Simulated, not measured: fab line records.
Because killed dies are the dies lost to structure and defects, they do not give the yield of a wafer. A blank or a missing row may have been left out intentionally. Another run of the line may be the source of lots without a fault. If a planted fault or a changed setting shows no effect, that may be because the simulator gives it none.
Which of the tools did it?	flow n5-finfet	9 lots, 27 wafers sampled, at 6 steps of a route of 1938

== WHAT EACH GAUGE READ, for each wafer ==
N5_BEOL_M4_RC_MEAS_101.
lot	measured	on	DIBL_N (mV/V)
L611	day 9 19:06	prober-01	34.4 32.8 34.7
L614	day 11 12:30	prober-02	35.3 37.4 35.4
L615	day 11 18:32	prober-01	36.0 36.1 35.8
L619	day 12 11:48	prober-02	36.0 35.0 35.2
L620	day 12 12:08	prober-01	37.8 35.8 36.3
L622	day 13 01:10	prober-01	35.9 33.2 36.0
L626	day 13 23:57	prober-02	37.7 35.4 38.0
L630	day 14 15:31	prober-01	36.7 37.5 36.4
L634	day 15 11:43	prober-01	35.7 34.8 34.3

== WHAT TOOL EACH LOT RAN ON (gives the tool, then ch and the chambers of the sampled wafers, and finally the start) ==
lot	N5_BEOL_M3_SPUTTER_94	N5_BEOL_M3_SPUTTER_96	N5_BEOL_M4_PECVD_72	N5_BEOL_M4_COAT_62	N5_BEOL_M4_ETCH_63
L611	pvd-sputter-01, day 8 13:10	pvd-sputter-01, day 8 13:23	pecvd-02 ch 1,2, day 8 14:37	litho-track-05 ch 0, day 8 14:51	rie-diel-04 ch 0,2, day 8 15:17
L614	pvd-sputter-01, day 10 00:26	pvd-sputter-01, day 10 00:40	pecvd-02 ch 0,1,2, day 10 01:53	litho-track-03 ch 0, day 10 03:57	rie-diel-05 ch 0,2, day 10 04:33
L615	pvd-sputter-01, day 10 03:31	pvd-sputter-01, day 10 03:44	pecvd-04 ch 0,2, day 10 05:05	litho-track-03 ch 0, day 10 05:38	rie-diel-02 ch 0,2,3, day 10 06:04
L619	pvd-sputter-03, day 10 21:23	pvd-sputter-03, day 10 21:37	pecvd-04 ch 0,2, day 10 22:56	litho-track-02 ch 0, day 11 00:47	rie-diel-04 ch 2,3, day 11 01:14
L620	pvd-sputter-03, day 11 00:17	pvd-sputter-03, day 11 00:30	pecvd-04 ch 0,1, day 11 01:50	litho-track-02 ch 0, day 11 02:08	rie-diel-02 ch 0,1,2, day 11 02:49
L622	pvd-sputter-02, day 11 08:31	pvd-sputter-02, day 11 08:44	pecvd-04 ch 0,1, day 11 11:26	litho-track-05 ch 0, day 11 11:47	rie-diel-05 ch 0,1,2, day 11 12:22
L626	pvd-sputter-02, day 13 08:23	pvd-sputter-02, day 13 08:37	pecvd-01 ch 0,1,2, day 13 10:01	litho-track-05 ch 0, day 13 11:54	rie-diel-05 ch 0,2, day 13 12:28
L630	pvd-sputter-02, day 14 04:07	pvd-sputter-02, day 14 04:20	pecvd-01 ch 1,2, day 14 05:37	litho-track-05 ch 0, day 14 06:18	rie-diel-02 ch 2,3, day 14 06:44
L634	pvd-sputter-03, day 14 08:02	pvd-sputter-03, day 14 08:16	pecvd-01 ch 1,2, day 14 09:30	litho-track-02 ch 0, day 14 10:32	rie-diel-02 ch 0,1,3, day 14 11:10
- N5_BEOL_M3_SPUTTER_94: material Cu, target thk 4.5 nm, time 8.29 s.
- N5_BEOL_M3_SPUTTER_96: material Cu, target thk 4.5 nm, time 8.29 s.
- N5_BEOL_M4_PECVD_72: deposits SiO2 from TEOS/O2, target thk 16 nm, time 18 s.
- N5_BEOL_M4_COAT_62: time 60 s, resist thk 12 nm.
- N5_BEOL_M4_ETCH_63: etches SiARC in CF4, target depth 15.6 nm, time 26 s.

== THE ANSWER, worked out from the rows above alone ==
Rule: usual is defined by the lots themselves. Put in order of their means at a reading, lots are off if they are a third of the lots or fewer, leave a main group of 4 or more, and stand apart from it by a gap of 3 or more times the standard deviation of the main group's means; of several such gaps the widest counts. A main group whose means are all the same, to the digits that the tables above print for the reading, isn't used. A lot without any number at a reading at which 4 lots or more have one is off too. Any other lot the step has rows for is counted as sound.
No lot is off on any of the readings shown, so nothing can be concluded from this.

== WHAT THE SIMULATOR HAD INSERTED ==
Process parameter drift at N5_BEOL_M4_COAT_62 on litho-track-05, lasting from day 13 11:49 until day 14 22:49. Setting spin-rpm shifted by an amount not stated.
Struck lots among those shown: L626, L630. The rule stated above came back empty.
